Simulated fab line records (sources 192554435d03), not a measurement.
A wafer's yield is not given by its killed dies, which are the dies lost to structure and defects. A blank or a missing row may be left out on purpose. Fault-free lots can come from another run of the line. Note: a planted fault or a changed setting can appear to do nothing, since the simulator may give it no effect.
Which tool is to blame? | flow n5Finfet | 11 lots, 31 wafers sampled, at 5 steps of a route of 1938

## WHAT THE GAUGES READ, wafer by wafer
No reading from a measuring or inspecting step in the record can be judged against a usual standard deviation.

## EACH LOT AND THE TOOL THAT RAN IT (in order: tool; ch and the chambers of the sampled wafers; start)
lot  | N5_MIM_BOT_LITHO_DESCUM_10        | N5_PASSIVATION_VIA_ETCH_13        | N5_PASSIVATION_DEGAS_18     | N5_PASSIVATION_SPUTTER_20   | N5_PASSIVATION_PROBE_49
L424 | rieDiel-04 ch 0,1,3, day 12 09:29 | rieDiel-02 ch 0,1,2, day 12 12:29 | pvdSputter-03, day 12 13:23 | pvdSputter-03, day 12 13:28 | -
L429 | rieDiel-06 ch 2,3, day 13 11:20   | rieDiel-03 ch 1,2, day 13 13:23   | pvdSputter-02, day 13 15:01 | pvdSputter-02, day 13 15:05 | -
L427 | rieDiel-05 ch 0,2,3, day 13 23:16 | rieDiel-02 ch 0,1,3, day 14 03:43 | pvdSputter-03, day 14 04:13 | pvdSputter-03, day 14 04:18 | -
L430 | rieDiel-04 ch 0,3, day 14 00:55   | rieDiel-02 ch 0,2,3, day 14 04:11 | pvdSputter-03, day 14 04:46 | pvdSputter-03, day 14 04:50 | prober-02, day 14 11:47
L431 | rieDiel-06 ch 1,2, day 14 01:25   | rieDiel-03 ch 0,1,3, day 14 03:15 | pvdSputter-03, day 14 03:48 | pvdSputter-03, day 14 03:53 | prober-01, day 14 09:54
L432 | rieDiel-06 ch 1,2,3, day 14 02:46 | rieDiel-02 ch 0,1,2, day 14 07:04 | pvdSputter-02, day 14 08:13 | pvdSputter-02, day 14 08:18 | prober-02, day 14 13:58
L434 | rieDiel-06 ch 2,3, day 15 04:16   | rieDiel-03 ch 0,3, day 15 08:28   | pvdSputter-01, day 15 09:17 | pvdSputter-01, day 15 09:22 | -
L437 | rieDiel-05 ch 2,3, day 16 05:31   | rieDiel-03 ch 1,2, day 16 07:34   | pvdSputter-02, day 16 08:33 | pvdSputter-02, day 16 08:38 | -
L442 | rieDiel-04 ch 0,1,2, day 16 06:25 | rieDiel-02 ch 1,2,3, day 16 08:47 | pvdSputter-03, day 16 09:29 | pvdSputter-03, day 16 09:34 | prober-01, day 16 16:26
L446 | rieDiel-05 ch 2,3, day 17 21:28   | rieDiel-02 ch 1,3, day 17 23:46   | pvdSputter-03, day 18 00:26 | pvdSputter-03, day 18 00:31 | -
L444 | rieDiel-04 ch 0,2,3, day 18 01:33 | rieDiel-02 ch 0,1,2, day 18 03:19 | pvdSputter-03, day 18 03:50 | pvdSputter-03, day 18 03:55 | -
- N5_MIM_BOT_LITHO_DESCUM_10: chemistry O2, time 7.9 s.
- N5_PASSIVATION_VIA_ETCH_13: etches SiO2 in CHF3/O2, target depth 660 nm, time 330 s.
- N5_PASSIVATION_DEGAS_18: time 60 s.
- N5_PASSIVATION_SPUTTER_20: material TaN, target thk 50 nm.
- N5_PASSIVATION_PROBE_49

## AS READ BY THE TOOLS THEMSELVES (means over the sampled wafers that have a number; for cases with no such wafer, the mark the record gives instead)
N5_MIM_BOT_LITHO_DESCUM_10. Usual: chamberPressureMTorr is 20.004 mTorr with standard deviation 0.018, drypumpMotorCurrentA is 5.7 A with standard deviation 0.5, o2FlowSccm is 225.0 sccm with standard deviation 0.65, oesProductAu is 0.79 a.u. with standard deviation 0.092, rfVppV is 242.8 V with standard deviation 1.5, showerheadPlenumPTorr is 2.07 Torr with standard deviation 0.076, and throttleValvePct is 20.53 % with standard deviation 0.21.
lot  | tool       | chamberPressureMTorr (mTorr) | drypumpMotorCurrentA (A) | o2FlowSccm (sccm) | oesProductAu (a.u.) | rfVppV (V) | showerheadPlenumPTorr (Torr) | throttleValvePct (%) | flag
L424 | rieDiel-04 | 19.997                       | 5.6                      | 225.5             | 0.75                | 243.4      | 2.09                         | 20.67                | 
L429 | rieDiel-06 | 20.012                       | 5.4                      | 225.3             | 0.85                | 243.0      | 2.10                         | 20.32                | 
L427 | rieDiel-05 | 20.010                       | 5.9                      | 225.2             | 0.72                | 243.1      | 2.08                         | 20.62                | 
L430 | rieDiel-04 | 20.020                       | 5.6                      | 225.8             | 0.70                | 244.7      | 2.11                         | 20.64                | 
L431 | rieDiel-06 | 19.988                       | 5.6                      | 224.5             | 0.80                | 243.0      | 2.06                         | 20.48                | 
L432 | rieDiel-06 | 19.994                       | 5.4                      | 225.0             | 0.80                | 241.1      | 2.03                         | 20.51                | 
L434 | rieDiel-06 | 20.011                       | 5.3                      | 225.6             | 0.82                | 242.7      | 2.08                         | 20.36                | 
L437 | rieDiel-05 | 19.992                       | 6.0                      | 224.8             | 0.72                | 242.9      | 2.07                         | 20.54                | 
L442 | rieDiel-04 | 20.010                       | 5.6                      | 224.4             | 0.83                | 244.1      | 2.13                         | 20.50                | 
L446 | rieDiel-05 | 20.011                       | 6.1                      | 225.8             | 0.81                | 242.7      | 2.07                         | 20.38                | 
L444 | rieDiel-04 | 20.002                       | 5.2                      | 225.3             | 0.77                | 242.8      | 2.09                         | 20.55                | 

N5_PASSIVATION_VIA_ETCH_13. Usual: O2_flow_sccm 5.001 sccm, standard deviation 0.014; chamberPressureMTorr 30.002 mTorr, standard deviation 0.03; drypumpMotorCurrentA 5.5 A, standard deviation 0.49; etchRfOnTimeS 236 s, standard deviation 4.1; oesProductAu 0.67 a.u., standard deviation 0.059; rfVppV 521 V, standard deviation 10; showerheadPlenumPTorr 2.43 Torr, standard deviation 0.097; throttleValvePct 19.07 %, standard deviation 0.22.
lot  | tool       | O2_flow_sccm (sccm) | chamberPressureMTorr (mTorr) | drypumpMotorCurrentA (A) | etchRfOnTimeS (s) | oesProductAu (a.u.) | rfVppV (V) | showerheadPlenumPTorr (Torr) | throttleValvePct (%) | flag
L424 | rieDiel-02 | 5.003               | 30.012                       | 5.4                      | 236               | 0.64                | 521        | 2.31                         | 19.06                | 
L429 | rieDiel-03 | 5.001               | 30.024                       | 5.6                      | 239               | 0.64                | 516        | 2.43                         | 19.06                | 
L427 | rieDiel-02 | 5.019               | 29.968                       | 5.3                      | 237               | 0.66                | 524        | 2.41                         | 18.99                | 
L430 | rieDiel-02 | 5.000               | 30.013                       | 5.7                      | 236               | 0.68                | 522        | 2.39                         | 19.17                | 
L431 | rieDiel-03 | 4.996               | 30.028                       | 5.4                      | 237               | 0.64                | 517        | 2.43                         | 19.15                | 
L432 | rieDiel-02 | 5.001               | 30.009                       | 5.4                      | 238               | 0.64                | 522        | 2.30                         | 19.08                | 
L434 | rieDiel-03 | 5.016               | 29.995                       | 5.6                      | 196               | 0.74                | 522        | 2.45                         | 19.16                | OFF
L437 | rieDiel-03 | 5.001               | 30.021                       | 5.8                      | 198               | 0.71                | 522        | 2.44                         | 19.05                | OFF
L442 | rieDiel-02 | 4.990               | 30.004                       | 5.5                      | 237               | 0.76                | 525        | 2.45                         | 18.90                | 
L446 | rieDiel-02 | 5.001               | 29.982                       | 5.4                      | 237               | 0.76                | 527        | 2.55                         | 18.82                | 
L444 | rieDiel-02 | 4.996               | 29.973                       | 5.4                      | 230               | 0.71                | 525        | 2.39                         | 19.01                | 

N5_PASSIVATION_DEGAS_18. Usual: heaterPowerW reads 492 W (standard deviation 33).
lot  | tool          | heaterPowerW (W) | flag
L424 | pvdSputter-03 | 471              | 
L429 | pvdSputter-02 | 509              | 
L427 | pvdSputter-03 | 506              | 
L430 | pvdSputter-03 | 501              | 
L431 | pvdSputter-03 | 501              | 
L432 | pvdSputter-02 | 498              | 
L434 | pvdSputter-01 | 470              | 
L437 | pvdSputter-02 | 498              | 
L442 | pvdSputter-03 | 503              | 
L446 | pvdSputter-03 | 494              | 
L444 | pvdSputter-03 | 495              | 

N5_PASSIVATION_SPUTTER_20. Usual: throttleValvePct reads 30.2 % (standard deviation 1).
lot  | tool          | throttleValvePct (%) | flag
L424 | pvdSputter-03 | 30.2                 | 
L429 | pvdSputter-02 | 30.4                 | 
L427 | pvdSputter-03 | 29.3                 | 
L430 | pvdSputter-03 | 29.5                 | 
L431 | pvdSputter-03 | 29.2                 | 
L432 | pvdSputter-02 | 30.3                 | 
L434 | pvdSputter-01 | 31.5                 | 
L437 | pvdSputter-02 | 30.4                 | 
L442 | pvdSputter-03 | 29.3                 | 
L446 | pvdSputter-03 | 29.4                 | 
L444 | pvdSputter-03 | 29.5                 | 

N5_PASSIVATION_PROBE_49. Usual: defectLimitedYield 91.6 %, standard deviation 1.2; killed_at_M0_to_M3 33, standard deviation 9.4; killed_at_M4_up 13, standard deviation 5.2; killedAtContacts 13, standard deviation 5.6; killedAtFrontEnd 37, standard deviation 9.5; killedAtOther 4, standard deviation 3.1; killedDies 99, standard deviation 15; killedOpen 65, standard deviation 11; killedShort 32, standard deviation 7.5; sort_bin_5_function 4.9 %, standard deviation 0.77; sort_bin_6_memory 3.1 %, standard deviation 0.65; sort_bin_8_speed 0.01 %, standard deviation 0.056; sortNPass 1081, standard deviation 15; sortYieldPct 91.6 %, standard deviation 1.2.
lot  | tool      | defectLimitedYield (%) | killed_at_M0_to_M3 | killed_at_M4_up | killedAtContacts | killedAtFrontEnd | killedAtOther | killedDies | killedOpen | killedShort | sort_bin_5_function (%) | sort_bin_6_memory (%) | sort_bin_8_speed (%) | sortNPass | sortYieldPct (%) | flag
L430 | prober-02 | 91.4                   | 27                 | 13              | 13               | 41               | 7             | 101        | 62         | 39          | 5.2                     | 3.0                   | 0.00                 | 1079      | 91.4             | 
L431 | prober-01 | 91.9                   | 31                 | 18              | 5                | 41               | 1             | 96         | 66         | 29          | 4.9                     | 3.0                   | 0.00                 | 1084      | 91.9             | 
L432 | prober-02 | 92.3                   | 33                 | 10              | 6                | 37               | 5             | 92         | 61         | 29          | 4.5                     | 3.0                   | 0.00                 | 1088      | 92.3             | 
L442 | prober-01 | 90.3                   | 36                 | 14              | 14               | 48               | 3             | 115        | 73         | 41          | 5.9                     | 3.5                   | 0.00                 | 1065      | 90.3             | 

## THE ANSWER, worked out from the rows above alone
Rule: take the mean of a lot's wafers that have a number; if it is more than 3 standard deviations from the usual mean, the lot is off. Also off: a lot with no number at a reading for which 4 or more lots have one. Any other lot the step has rows for is counted as sound. The gauges are gone through in route order, then the tools' own readings, and for those a lot's mean is taken as printed above. At the first step where some lot is off, the reading lying furthest off is the one used; lots without a number count as furthest.
Off: L434, L437, at N5_PASSIVATION_VIA_ETCH_13 (etchRfOnTimeS).
A tool fits if, at that step or a process step before it, it ran every lot that is off, and no sound lot after the first of them. One candidate fits, namely rieDiel-03 at N5_PASSIVATION_VIA_ETCH_13. Its last sound lot is L431 (day 14 03:15), its first lot that is off L434 (day 15 08:28): a fault that began between those two fits.
On the lots that are off, the tool's own readings at N5_PASSIVATION_VIA_ETCH_13 differ by more than 5 times the standard deviation of the sound lots' means, which bears it out; etchRfOnTimeS reads 197 s there versus 236 s on the sound lots.

## WHAT THE SIMULATOR HAD INSERTED
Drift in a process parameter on rieDiel-03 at N5_PASSIVATION_VIA_ETCH_13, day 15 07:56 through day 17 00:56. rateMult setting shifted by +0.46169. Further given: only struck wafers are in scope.
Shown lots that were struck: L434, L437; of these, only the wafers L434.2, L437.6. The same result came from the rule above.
